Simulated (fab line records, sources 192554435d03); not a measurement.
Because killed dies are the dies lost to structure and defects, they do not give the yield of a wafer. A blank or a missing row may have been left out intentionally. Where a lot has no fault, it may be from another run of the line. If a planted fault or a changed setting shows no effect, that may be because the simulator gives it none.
A struck lot beside a sound one || flow n5Finfet || 15 out of 1938 route steps
Sound: the wafers L294.2, L294.4, L294.6. Struck: wafer L302.6. At the end, the cause is stated.
At each step with rows: each side's tool, then ch and its chambers, then its first start. Under that, the readings that differ: sound wafers || struck wafers || difference of the means || sigmas: that difference in standard deviations of wafers without a fault.
alike: readings whose means differ by less than 2 such deviations, and words and numbers that are the same on both sides. not compared: withheld readings, readings that some wafer has no value for, bounds like >300 that may hide the same value, and numbers for which the record gives no deviation and whose values overlap.
The two part at a step that has a row with sigmas, a row that says differs or no value, or rows on one side only. Numbers that don't overlap but have no deviation are shown without sigmas and don't part them. A reading missing from all wafers of one side parts the sides only when that side holds two or more wafers.

N5_BEOL_M6_ALD_77: deposits TaN, target thk 2 nm, pulse time 2 s, purge time 3 s.
  sound on aldMetal-03 ch 0,1,3, day 9 08:41; struck on aldMetal-03 ch 0, day 11 08:43
{"reading": "precursorVesselPressureTorr (Torr)", "sound": "26.30 26.31 26.30", "struck": 26.19, "difference": -0.11, "sigmas": -2}
  alike: heaterPowerW, mfcCarrierSccm
N5_BEOL_M6_SURFACE_TREAT_79:
  struck on pvdSputter-01, day 11 08:56; sound on pvdSputter-02, day 9 09:59
  not compared: throttleValvePct
then, 1 step without rows for these wafers: N5_BEOL_M6_CVD_78 (deposits Co from CCTBA/H2, target thk 2 nm, time 142.3 s).
N5_BEOL_M6_SPUTTER_48: material Cu, target thk 10 nm, time 1.667 s.
  struck on pvdSputter-01, day 11 09:10; sound on pvdSputter-03, day 9 10:28
  alike: biasV, substrateTempC, throttleValvePct
then, 2 steps without rows for these wafers: N5_BEOL_M6_ECD_50 (material Cu, target thk 300 nm); N5_BEOL_M6_ANNEAL_51 (time 90 s).
N5_BEOL_M6_CMP_52: polishes, stops on SiCOH lowk, t overpolish 6.9 s, target thk 80 nm.
  sound on cmp-03 ch 0,1,2, day 9 11:16; struck on cmp-04 ch 2, day 11 09:47
{"reading": "edgeZonePressureFrac", "sound": "0.999 0.996 0.986", "struck": 1.006, "difference": "+0.012", "sigmas": "+2"}
  alike: barrierFieldEndpointS, clearingPlatenRpm, motorCurrentA, overpolishRunS, slurryFilterDpKPa, timeToEndpointS
N5_BEOL_M6_THK_MEAS_53: measures by xrf.
  struck on filmMetro-02, day 11 09:56; sound on filmMetro-01, day 9 11:34
  alike: M6_THK
then, 2 steps without rows for these wafers: N5_BEOL_M6_PRE_CLEAN_55 (time 15 s); N5_BEOL_M6_DEP_56 (deposits SiCN from 3MS/NH3, target thk 10 nm, time 17.5 s).
N5_BEOL_M6_RS_MEAS_57: measurement is done with a four-point probe.
  struck on filmMetro-02, day 11 10:04; sound on filmMetro-02, day 9 11:43
  alike: M6_RS
N5_BEOL_M6_INSPECT_58: inspects for defects (darkfield).
  struck on defectInspect-01, day 11 10:05; sound on defectInspect-02, day 9 11:45
  alike: rawDefectCount
N5_BEOL_M7_ILD_DEP_00: deposits SiCOH lowk from DEMS/porogen, target thk 179.75 nm, time 33.4 s.
  sound on pecvd-02 ch 0,2, day 9 11:47; struck on pecvd-04 ch 1, day 11 10:08
{"reading": "susceptorTempC (C)", "sound": "299.79 300.08 299.85", "struck": 296.74, "difference": -3.17, "sigmas": -18}
  alike: heaterPowerW, showerheadPlenumPTorr, throttleValvePct
N5_BEOL_M7_CURE_74: cures SiCOH lowk, time 240 s.
  sound on uvCure-02 ch 0, day 9 11:56; struck on uvCure-01 ch 2, day 11 10:35
  alike: lampPowerPct, wafer_temp_C_max
N5_PASSIVATION_PROBE_49:
  sound wafers here have rows in the record (prober-01, day 12 22:58); struck ones have none

## WHERE THEY PART
At N5_BEOL_M6_ALD_77 first; at N5_PASSIVATION_PROBE_49 last (within this record only).

WHY: what had been put in by the simulator
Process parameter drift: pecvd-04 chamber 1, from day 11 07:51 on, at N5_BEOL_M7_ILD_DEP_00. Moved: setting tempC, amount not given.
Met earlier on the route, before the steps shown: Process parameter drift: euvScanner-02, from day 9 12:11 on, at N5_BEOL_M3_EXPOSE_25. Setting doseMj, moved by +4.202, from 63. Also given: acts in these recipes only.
